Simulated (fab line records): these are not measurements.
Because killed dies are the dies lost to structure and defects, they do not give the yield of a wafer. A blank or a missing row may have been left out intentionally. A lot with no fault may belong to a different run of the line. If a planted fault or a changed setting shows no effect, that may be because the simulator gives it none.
fab line records ; flow nandHarc
record lots=6; wafers=18; lastDay=31
route steps=1302 shown P_M0@282 P_M1@285
lots with no fault: from the same line, run without faults
startH: the number of hours between the record's first day and the start of the first shown wafer of the lot ; waitH: hours from the lot's prior step to this one ; " unchanged from the row above ; L1.1+2: a single row standing in for several wafers ; - no value, or no start given ; * or withheld: withheld ; < > ~ a bound
route shown NAME@n: a module of which the file shows steps, and the number in the route of the first ; usual: average and standard deviation across the fault-free wafers ; same: alike in all rows ; chamber/n: place in a boat ; sites: each site's reading ; _std_site: how widely they spread, as a standard deviation ; _edge_site: outer sites' mean less inner sites' ; radiusMm: for every site, how far away it sits from the centre of the wafer ; mask NAME#n: copy n ; behind: the last tool/chamber to shape the wafer ; hold: the reason the lot was held/the length of the hold in hours/how it ended ; device: whichever transistor did not switch (one of n, p or np) ; end of line: tests of these same wafers at the route's end ; a step without rows: its recipe alone ; killed: count of dies lost to structure and defects at first sort (not the wafer's yield) ; map: per-die view of a wafer (x killed, . not killed, _ where there is no die)
set.NAME: setting as actually run; set.NAME@STEP: the setting as run at that earlier step ; model.NAME: the simulator's own value behind a step, which no gauge read
a table for each step, a row for each wafer; lots at some steps of the route
services: the hour from which a tool's chamber was out of use, counted from the record's first day as startH (under 0 if before that day), plus the number of hours and why
## steps
# step NHARC_P_M0_INSPECT_27
# usual rawDefectCount=333/150
lot.wafer;tool;chamber;startH;waitH;rawDefectCount
L470.1;defectInspect-02;-;141.21;0.0;265
L470.3;defectInspect-02;-;141.21;0.0;142
L470.4;defectInspect-02;-;141.21;0.0;270
L471.1;defectInspect-02;-;154.72;0.0;295
L471.4;defectInspect-02;-;154.72;0.0;304
L471.5;defectInspect-02;-;154.72;0.0;195
L478.2;defectInspect-01;-;229.48;0.0;195
L478.4;defectInspect-01;-;229.48;0.0;239
L478.6;defectInspect-01;-;229.48;0.0;202
L480.3;defectInspect-02;-;242.56;0.0;368
L480.4;defectInspect-02;-;242.56;0.0;266
L480.5;defectInspect-02;-;242.56;0.0;323
L482.1;defectInspect-01;-;271.12;0.0;226
L482.2;defectInspect-01;-;271.12;0.0;331
L482.5;defectInspect-01;-;271.12;0.0;293
L485.1;defectInspect-02;-;295.41;0.0;152
L485.3;defectInspect-02;-;295.41;0.0;376
L485.6;defectInspect-02;-;295.41;0.0;268
# step NHARC_P_M0_PRE_CLEAN_31
# recipe timeS=12; tempC=370; rfPowerW=300; gas=NH3
# usual heaterPowerW=628/65
lot.wafer;tool;chamber;startH;waitH;heaterPowerW
L470.1;pecvd-04;0;141.29;0.1;734
L470.3;pecvd-04;1;141.29;0.1;508
L470.4;pecvd-04;2;141.29;0.1;611
L471.1;pecvd-02;1;154.80;0.1;573
L471.4;pecvd-02;1;154.80;0.1;567
L471.5;pecvd-02;2;154.80;0.1;536
L478.2;pecvd-03;1;229.56;0.1;645
L478.4;pecvd-03;0;229.56;0.1;619
L478.6;pecvd-03;2;229.56;0.1;666
L480.3;pecvd-02;2;242.65;0.1;569
L480.4;pecvd-02;0;242.65;0.1;670
L480.5;pecvd-02;1;242.65;0.1;648
L482.2;pecvd-02;2;271.20;0.1;544
L482.1;pecvd-02;0;271.20;0.1;590
L482.5;pecvd-02;1;271.20;0.1;685
L485.1;pecvd-02;0;295.49;0.1;595
L485.3;pecvd-02;2;295.49;0.1;555
L485.6;pecvd-02;2;295.49;0.1;569
# step NHARC_P_M0_DEP_32
# recipe targetThkA=300; tempC=370; targetThkNm=30; pressureTorr=3; flowSccm=200; rfW=450; material=SiCN
# usual heaterPowerW=581/72
lot.wafer;tool;chamber;startH;waitH;heaterPowerW
L470.1;pecvd-04;0;141.40;0.1;684
L470.3;pecvd-04;1;141.40;0.1;478
L470.4;pecvd-04;2;141.40;0.1;598
L471.1;pecvd-02;1;154.91;0.1;523
L471.4;pecvd-02;1;154.91;0.1;531
L471.5;pecvd-02;2;154.91;0.1;470
L478.2;pecvd-03;1;229.67;0.1;606
L478.4;pecvd-03;0;229.67;0.1;615
L478.6;pecvd-03;2;229.67;0.1;638
L480.3;pecvd-02;2;242.79;0.1;436
L480.4;pecvd-02;0;242.79;0.1;627
L480.5;pecvd-02;1;242.79;0.1;617
L482.2;pecvd-02;2;271.31;0.1;496
L482.1;pecvd-02;0;271.31;0.1;556
L482.5;pecvd-02;1;271.31;0.1;618
L485.1;pecvd-02;0;295.61;0.1;662
L485.3;pecvd-02;2;295.61;0.1;480
L485.6;pecvd-02;2;295.61;0.1;491
# step NHARC_P_M1_DEP_00
# recipe targetThkA=1825; targetThkNm=182.5; tempC=withheld; pressureTorr=5; flowSccm=200; rfW=600; material=SiOC
# step NHARC_P_M1_DEHYDRATE_01
# recipe tempC=150; timeS=120
# step NHARC_P_M1_HMDS_02
# recipe timeS=30
# step NHARC_P_M1_COAT_34
# recipe tempC=200; timeS=65
# step NHARC_P_M1_COAT_03
# recipe spinRpm=1500; resistThkNm=90
# step NHARC_P_M1_SOFTBAKE_04
# recipe tempC=105; timeS=55
# step NHARC_P_M1_EBR_05
# step NHARC_P_M1_EXPOSE_06
# recipe na=1.35; targetCdNm=130; doseMj=81.88; maskId=P_M1
# step NHARC_P_M1_PEB_07
# recipe pebTempC=100; pebTimeS=65
# usual heaterPowerTotalW=156.6/0.42; plateTempC=100.03/0.14
lot.wafer;tool;chamber;startH;waitH;heaterPowerTotalW;plateTempC
L470.1;lithoTrack-06;0;142.52;0.1;156.9;100.03
L470.3;lithoTrack-06;0;142.52;0.1;156.6;99.96
L470.4;lithoTrack-06;0;142.52;0.1;156.1;99.73
L471.1;lithoTrack-04;0;155.91;0.1;156.1;100.09
L471.4;lithoTrack-04;0;155.91;0.1;157.2;99.90
L471.5;lithoTrack-04;0;155.91;0.1;157.1;99.71
L478.2;lithoTrack-06;0;230.79;0.1;167.6;104.98
L478.4;lithoTrack-06;0;230.79;0.1;167.0;104.77
L478.6;lithoTrack-06;0;230.79;0.1;166.9;104.96
L480.3;lithoTrack-06;0;243.85;0.0;167.6;104.89
L480.4;lithoTrack-06;0;243.85;0.0;166.9;105.08
L480.5;lithoTrack-06;0;243.85;0.0;167.0;104.99
L482.1;lithoTrack-01;0;272.42;0.1;156.8;100.03
L482.2;lithoTrack-01;0;272.42;0.1;157.0;99.97
L482.5;lithoTrack-01;0;272.42;0.1;156.7;99.86
L485.1;lithoTrack-06;0;296.78;0.1;156.7;100.04
L485.3;lithoTrack-06;0;296.78;0.1;156.3;99.95
L485.6;lithoTrack-06;0;296.78;0.1;156.6;99.86
# step NHARC_P_M1_DEVELOP_08
# recipe developTimeS=35; devTempC=23
# step NHARC_P_M1_CD_MEAS_09
# recipe targetCdNm=130; landingEnergyEv=500
# usual cdNm=129.9/0.86
lot.wafer;tool;chamber;startH;waitH;cdNm
L470.1;cdSem-03;0;142.60;-;129.8
L470.3;cdSem-03;0;142.60;-;128.8
L470.4;cdSem-03;0;142.60;-;129.8
L471.1;cdSem-01;0;155.99;-;131.8
L471.4;cdSem-01;0;155.99;-;129.4
L471.5;cdSem-01;0;155.99;-;130.6
L478.2;cdSem-01;0;230.87;-;144.9
L478.4;cdSem-01;0;230.87;-;144.2
L478.6;cdSem-01;0;230.87;-;143.9
L480.3;cdSem-02;0;243.93;-;145.4
L480.4;cdSem-02;0;243.93;-;145.3
L480.5;cdSem-02;0;243.93;-;145.5
L482.1;cdSem-02;0;272.50;-;130.1
L482.2;cdSem-02;0;272.50;-;128.7
L482.5;cdSem-02;0;272.50;-;129.5
L485.1;cdSem-03;0;296.86;-;128.3
L485.3;cdSem-03;0;296.86;-;129.3
L485.6;cdSem-03;0;296.86;-;129.0
# step NHARC_P_M1_OVL_MEAS_10
# recipe pitchNm=260
# usual overlayXNm=0.3/0.65; overlayYNm=0.2/0.91
lot.wafer;tool;chamber;startH;waitH;overlayXNm;overlayYNm
L470.1;overlay-02;-;142.69;-;0.8;-0.9
L470.3;overlay-02;-;142.69;-;0.8;-1.0
L470.4;overlay-02;-;142.69;-;0.8;-1.4
L471.1;overlay-01;-;156.08;-;0.3;-0.3
L471.4;overlay-01;-;156.08;-;0.8;-0.7
L471.5;overlay-01;-;156.08;-;0.8;-0.5
L478.2;overlay-01;-;230.96;-;-0.5;0.5
L478.4;overlay-01;-;230.96;-;0.2;0.1
L478.6;overlay-01;-;230.96;-;-0.3;0.0
L480.3;overlay-02;-;244.01;-;0.4;-1.6
L480.4;overlay-02;-;244.01;-;0.2;-1.0
L480.5;overlay-02;-;244.01;-;-0.4;-1.2
L482.1;overlay-01;-;272.59;-;0.5;1.1
L482.2;overlay-01;-;272.59;-;1.1;1.2
L482.5;overlay-01;-;272.59;-;1.0;1.1
L485.1;overlay-01;-;296.95;-;1.0;-0.4
L485.3;overlay-01;-;296.95;-;1.1;-0.2
L485.6;overlay-01;-;296.95;-;1.2;-0.4
# step NHARC_P_M1_INSPECT_11
# usual rawDefectCount=4.3/2.1
lot.wafer;tool;chamber;startH;waitH;rawDefectCount
L470.1;defectInspect-01;-;142.73;0.0;1
L470.3;defectInspect-01;-;142.73;0.0;4
L470.4;defectInspect-01;-;142.73;0.0;3
L471.1;defectInspect-01;-;156.12;0.0;4
L471.4;defectInspect-01;-;156.12;0.0;2
L471.5;defectInspect-01;-;156.12;0.0;6
L478.2;defectInspect-01;-;231.01;0.1;2
L478.4;defectInspect-01;-;231.01;0.1;3
L478.6;defectInspect-01;-;231.01;0.1;2
L480.3;defectInspect-02;-;244.05;0.0;2
L480.4;defectInspect-02;-;244.05;0.0;4
L480.5;defectInspect-02;-;244.05;0.0;5
L482.1;defectInspect-02;-;272.62;0.0;2
L482.2;defectInspect-02;-;272.62;0.0;4
L482.5;defectInspect-02;-;272.62;0.0;9
L485.1;defectInspect-01;-;296.99;0.0;3
L485.3;defectInspect-01;-;296.99;0.0;5
L485.6;defectInspect-01;-;296.99;0.0;4
# step NHARC_P_M1_DESCUM_14
# recipe timeS=3; o2FlowSccm=200; arFlowSccm=0; biasPowerW=0; chemistry=O2
# usual drypumpMotorCurrentA=5.7/0.36; oesProductAu=0.999/0.012; rfVppV=57.8/0.89; showerheadPlenumPTorr=1.91/0.089; throttleValvePct=11.310/0.0088
lot.wafer;tool;chamber;startH;waitH;drypumpMotorCurrentA;oesProductAu;rfHoursCounterH;rfVppV;showerheadPlenumPTorr;throttleValvePct;model.P_M1.cdNm
L470.1;rieDiel-03;2;142.80;0.1;6.2;0.992;1;59.5;1.92;11.301;129.5
L470.3;rieDiel-03;3;142.80;0.1;5.8;0.995;1;59.3;2.07;11.302;129
L470.4;rieDiel-03;0;142.80;0.1;5.4;1.022;1;58.1;2.01;11.311;129.2
L471.1;rieDiel-03;1;156.18;0.1;5.4;0.993;2;58.4;1.88;11.300;131.1
L471.4;rieDiel-03;2;156.18;0.1;6.2;0.988;2;56.9;1.92;11.322;129.2
L471.5;rieDiel-03;2;156.18;0.1;6.2;0.996;-;56.9;1.92;11.320;130
L478.2;rieDiel-07;0;231.07;0.1;5.7;0.998;9;57.1;1.79;11.298;145.8
L478.4;rieDiel-07;1;231.07;0.1;5.6;1.005;9;57.7;1.77;11.314;145.2
L478.6;rieDiel-07;0;231.07;0.1;5.6;0.997;-;58.5;1.79;11.301;144.6
L480.3;rieDiel-07;0;244.13;0.1;5.7;1.001;10;56.5;1.79;11.287;146.4
L480.5;rieDiel-07;3;244.13;0.1;5.4;1.002;-;57.9;1.92;11.319;145.7
L480.4;rieDiel-07;0;244.13;0.1;5.7;0.997;-;56.7;1.79;11.304;145.9
L482.2;rieDiel-07;3;272.69;0.1;5.4;0.984;14;58.2;1.92;11.306;129.2
L482.1;rieDiel-07;1;272.69;0.1;5.6;0.987;10;55.9;1.77;11.318;130.3
L482.5;rieDiel-07;3;272.69;0.1;5.4;0.980;-;58.2;1.92;11.296;130
L485.1;rieDiel-03;1;297.06;0.1;5.4;1.001;0;57.7;1.88;11.309;127.3
L485.3;rieDiel-03;2;297.06;0.1;6.2;0.988;0;59.0;1.92;11.305;129.2
L485.6;rieDiel-03;0;297.06;0.1;5.4;1.021;-;57.8;2.00;11.314;128.4
# step NHARC_P_M1_ETCH_35
# recipe targetDepthA=400; overetchA=120; timeS=43.94; ionEnergyEv=200; n2FlowSccm=150; h2FlowSccm=150; arFlowSccm=0; rfW=400; biasW=150; chemistry=N2/H2
# usual drypumpMotorCurrentA=5.7/0.36; oesProductAu=0.999/0.012; rfVppV=430.3/3; showerheadPlenumPTorr=2.03/0.1; throttleValvePct=14.172/0.0093
lot.wafer;tool;chamber;startH;waitH;drypumpMotorCurrentA;oesProductAu;rfHoursCounterH;rfVppV;showerheadPlenumPTorr;throttleValvePct
L470.3;rieDiel-03;0;142.87;0.1;5.4;1.021;1;433.5;2.14;14.169
L470.1;rieDiel-03;2;142.87;0.1;6.2;0.989;1;431.1;2.05;14.182
L470.4;rieDiel-03;3;142.87;0.1;5.8;1.000;1;435.4;2.21;14.161
L471.4;rieDiel-03;1;156.27;0.1;5.5;1.001;2;429.3;2.00;14.180
L471.1;rieDiel-03;2;156.27;0.1;6.2;0.990;2;429.5;2.05;14.181
L471.5;rieDiel-03;1;156.27;0.1;5.4;1.016;-;429.5;2.00;14.176
L478.4;rieDiel-07;0;231.16;0.1;5.7;0.996;9;426.8;1.91;14.175
L478.2;rieDiel-07;1;231.16;0.1;5.6;1.011;9;426.3;1.88;14.170
L478.6;rieDiel-07;3;231.16;0.1;5.4;1.001;-;430.7;2.05;14.168
L480.3;rieDiel-07;0;244.23;0.1;5.6;0.993;10;428.6;1.91;14.166
L480.4;rieDiel-07;2;244.23;0.1;6.3;0.994;-;426.6;1.96;14.168
L480.5;rieDiel-07;3;244.23;0.1;5.4;0.986;-;431.1;2.05;14.181
L482.1;rieDiel-07;0;273.24;0.5;5.7;0.996;13;425.2;1.91;14.188
L482.2;rieDiel-07;3;273.24;0.5;5.4;0.981;14;430.8;2.05;14.177
L482.5;rieDiel-07;0;273.24;0.5;5.7;0.994;-;428.0;1.91;14.162
L485.3;rieDiel-03;3;297.14;0.1;5.8;0.994;0;435.8;2.21;14.177
L485.1;rieDiel-03;1;297.14;0.1;5.5;1.003;0;429.9;2.00;14.171
L485.6;rieDiel-03;2;297.14;0.1;6.2;0.982;-;429.5;2.05;14.170
# step NHARC_P_M1_ETCH_15
# recipe targetDepthA=1825; timeS=91.2; c4f8FlowSccm=withheld; arFlowSccm=400; rfW=600; biasW=300; chemistry=C4F8/Ar
# usual oesProductAu=0.958/0.022; rfVppV=440.5/3
lot.wafer;tool;chamber;startH;waitH;oesProductAu;rfHoursCounterH;rfVppV
L470.1;rieDiel-03;3;-;-;0.950;1;445.1
L470.4;rieDiel-03;1;-;-;0.951;1;439.9
L470.3;rieDiel-03;2;-;-;0.938;1;440.9
L471.4;rieDiel-03;0;-;-;1.000;2;444.4
L471.1;rieDiel-03;1;-;-;0.968;2;440.8
L471.5;rieDiel-03;1;-;-;0.968;-;439.9
L478.4;rieDiel-07;2;-;-;0.964;9;436.7
L478.2;rieDiel-07;0;-;-;0.949;9;438.1
L478.6;rieDiel-07;2;-;-;0.961;-;438.2
L480.3;rieDiel-07;0;-;-;0.930;10;437.3
L480.4;rieDiel-07;0;-;-;0.921;-;438.5
L480.5;rieDiel-07;2;-;-;0.929;-;438.8
L482.2;rieDiel-07;3;-;-;0.913;14;440.4
L482.1;rieDiel-07;2;-;-;0.920;14;437.3
L482.5;rieDiel-07;3;-;-;0.916;-;441.3
L485.1;rieDiel-03;0;-;-;0.987;0;443.6
L485.3;rieDiel-03;3;-;-;0.955;0;445.7
L485.6;rieDiel-03;1;-;-;0.968;-;438.1
# step NHARC_P_M1_CD_MEAS_16
# usual cdNm=129.7/1.2
lot.wafer;tool;chamber;startH;waitH;cdNm
L470.1;cdSem-03;-;143.09;-;128.6
L470.3;cdSem-03;-;143.09;-;129.1
L470.4;cdSem-03;-;143.09;-;128.6
L471.1;cdSem-03;-;156.48;-;130.2
L471.4;cdSem-03;-;156.48;-;129.7
L471.5;cdSem-03;-;156.48;-;130.1
L478.2;cdSem-01;-;231.38;-;146.2
L478.4;cdSem-01;-;231.38;-;145.2
L478.6;cdSem-01;-;231.38;-;144.5
L480.3;cdSem-01;-;244.46;-;145.4
L480.4;cdSem-01;-;244.46;-;146.4
L480.5;cdSem-01;-;244.46;-;144.9
L482.1;cdSem-03;-;273.45;-;130.5
L482.2;cdSem-03;-;273.45;-;129.0
L482.5;cdSem-03;-;273.45;-;129.6
L485.1;cdSem-02;-;297.35;-;128.1
L485.3;cdSem-02;-;297.35;-;129.6
L485.6;cdSem-02;-;297.35;-;126.8
# step NHARC_P_M1_STRIP_18
# recipe powerW=1000; n2FlowSccm=150; h2FlowSccm=150; arFlowSccm=0; biasW=0; chemistry=N2/H2
# usual drypumpMotorCurrentA=5.7/0.36; oesProductAu=0.999/0.013; rfVppV=90.6/1; showerheadPlenumPTorr=2.02/0.096; throttleValvePct=14.172/0.0089
lot.wafer;tool;chamber;startH;waitH;drypumpMotorCurrentA;oesProductAu;rfHoursCounterH;rfVppV;showerheadPlenumPTorr;throttleValvePct
L470.4;rieDiel-07;1;143.17;0.1;5.6;1.001;1;89.9;1.89;14.171
L470.1;rieDiel-07;3;143.17;0.1;5.4;1.003;1;91.2;2.05;14.168
L470.3;rieDiel-07;0;143.17;0.1;5.7;1.007;1;89.4;1.91;14.175
L471.1;rieDiel-03;1;156.61;0.1;5.5;1.004;2;90.3;2.00;14.174
L471.4;rieDiel-03;2;156.61;0.1;6.2;0.991;2;90.6;2.05;14.171
L471.5;rieDiel-03;3;156.61;0.1;5.8;1.004;-;91.2;2.21;14.178
L478.2;rieDiel-07;0;231.45;0.1;5.7;0.999;9;89.3;1.91;14.171
L478.4;rieDiel-07;1;231.45;0.1;5.6;1.006;9;90.9;1.88;14.153
L478.6;rieDiel-07;1;231.45;0.1;5.6;0.994;-;89.9;1.88;14.169
L480.3;rieDiel-07;3;244.60;0.1;5.4;1.001;10;92.3;2.05;14.188
L480.4;rieDiel-07;2;244.60;0.1;6.3;1.010;-;90.7;1.96;14.176
L480.5;rieDiel-07;3;244.60;0.1;5.4;1.006;-;91.9;2.05;14.172
L482.2;rieDiel-03;2;273.56;0.1;6.2;1.000;11;89.8;2.05;14.172
L482.1;rieDiel-03;3;273.56;0.1;5.8;0.996;8;89.6;2.21;14.171
L482.5;rieDiel-03;2;273.56;0.1;6.2;0.998;-;89.9;2.05;14.194
L485.3;rieDiel-06;2;297.45;0.1;5.6;1.015;59;90.5;1.99;14.165
L485.1;rieDiel-06;3;297.45;0.1;4.8;0.979;51;90.5;1.92;14.175
L485.6;rieDiel-06;1;297.45;0.1;5.4;1.020;-;90.1;1.88;14.180
# step NHARC_P_M1_ETCH_28
# recipe targetDepthA=300; overEtchFrac=0.3; timeS=72.99; ionEnergyEv=150; cf4FlowSccm=50; n2FlowSccm=100; arFlowSccm=150; rfW=300; biasW=100; chemistry=CF4/N2
# usual drypumpMotorCurrentA=5.7/0.37; oesProductAu=0.999/0.013; rfVppV=313.7/2; showerheadPlenumPTorr=2.60/0.11; throttleValvePct=19.794/0.0095
lot.wafer;tool;chamber;startH;waitH;drypumpMotorCurrentA;oesProductAu;rfHoursCounterH;rfVppV;showerheadPlenumPTorr;throttleValvePct;model.P_M1.cdNm
L470.1;rieDiel-07;0;-;-;5.7;1.001;1;310.6;2.47;19.791;129.7
L470.3;rieDiel-07;1;-;-;5.6;0.997;1;310.8;2.44;19.791;127.9
L470.4;rieDiel-07;2;-;-;6.3;0.992;1;313.1;2.54;19.809;127.6
L471.1;rieDiel-03;2;-;-;6.2;0.992;2;315.4;2.64;19.811;129.2
L471.4;rieDiel-03;3;-;-;5.8;0.995;2;316.1;2.82;19.794;129.5
L471.5;rieDiel-03;3;-;-;5.8;0.992;-;315.9;2.82;19.793;129.9
L478.4;rieDiel-07;1;-;-;5.6;1.007;9;310.5;2.44;19.796;144.5
L478.2;rieDiel-07;3;-;-;5.4;0.991;9;312.9;2.64;19.784;145.3
L478.6;rieDiel-07;0;-;-;5.7;0.996;-;311.5;2.47;19.797;144.2
L480.3;rieDiel-07;3;-;-;5.4;0.999;10;313.9;2.64;19.791;145.4
L480.5;rieDiel-07;0;-;-;5.7;1.002;-;312.7;2.47;19.788;145.3
L480.4;rieDiel-07;2;-;-;6.3;0.987;-;311.7;2.53;19.782;146.3
L482.2;rieDiel-03;1;-;-;5.4;1.016;11;314.3;2.58;19.793;128.9
L482.1;rieDiel-03;2;-;-;6.2;1.011;11;313.5;2.63;19.783;130.3
L482.5;rieDiel-03;3;-;-;5.8;1.005;-;316.9;2.82;19.766;129.2
L485.3;rieDiel-06;0;-;-;6.0;1.013;60;310.9;2.55;19.811;129.6
L485.1;rieDiel-06;1;-;-;5.4;1.007;63;309.6;2.43;19.807;127.5
L485.6;rieDiel-06;1;-;-;5.4;1.022;-;310.5;2.43;19.780;126.1
# step NHARC_P_M1_STRIP_19
# recipe timeS=600; tempC=30; chemistry=postEtchResidueRemover
## services
tool;chamber;startH;hours;kind
pecvd-03;-;123.01;0.2;repair
rieDiel-06;-;130.20;9.0;pm
pecvd-03;-;163.01;1.2;repair
rieDiel-03;0;167.50;3.0;repair
lithoTrack-06;-;179.00;7.0;pm
pecvd-03;-;185.08;13.0;pm
pecvd-04;-;186.39;0.5;repair
rieDiel-03;3;208.75;21.2;repair
pecvd-02;-;214.97;0.5;repair
pecvd-03;-;221.00;0.6;repair
pecvd-02;-;227.13;13.0;pm
pecvd-04;-;237.23;0.7;repair
pecvd-03;-;237.40;2.7;repair
rieDiel-07;1;240.25;22.2;repair
rieDiel-03;-;250.18;1.0;repair
pecvd-03;-;255.86;0.9;repair
rieDiel-06;3;257.68;4.5;repair
rieDiel-06;-;267.75;0.9;repair
pecvd-04;-;269.41;13.0;pm
rieDiel-03;0;271.41;5.2;repair
rieDiel-03;-;281.30;9.0;pm
pecvd-02;-;283.20;3.0;repair
pecvd-02;1;293.40;53.9;repair
rieDiel-07;-;294.20;9.0;pm
## key
firstSign step=NHARC_P_M1_PEB_07; reading=plateTempC; direction=up; sigmas=36; usual=*; struck=*
effect step=NHARC_P_M1_PEB_07; reading=heaterPowerTotalW; direction=up; sigmas=25; usual=*; struck=*
effect step=NHARC_P_M1_CD_MEAS_09; reading=cdNm; direction=up; sigmas=17; usual=129.9; struck=144.9
effect step=NHARC_P_M1_CD_MEAS_16; reading=cdNm; direction=up; sigmas=14; usual=129.7; struck=145.4
modelEffect step=NHARC_P_M1_DESCUM_14; value=P_M1.cdNm; without=130.1; struck=145.6
modelEffect step=NHARC_P_M1_ETCH_28; value=P_M1.cdNm; without=129.7; struck=145.2
metAt NHARC_P_M1_PEB_07
struckWafers L478.2,L478.4,L478.6,L480.3,L480.4,L480.5
sortLeftOut L478.2,L478.4,L478.6,L480.3,L480.4,L480.5
onsetBetween 142.52 230.79
fault kind=processParameterDrift; tool=lithoTrack-06; chamber=-; onsetH=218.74; steps=NHARC_P_M1_PEB_07; channel=pebTempC; offset=*; shape=step; endH=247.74; actsIn=*; stated=*
# sortLeftOut: the simulated sort isn't trusted on such a fault, so these wafers' sort isn't shown, and their yield isn't known
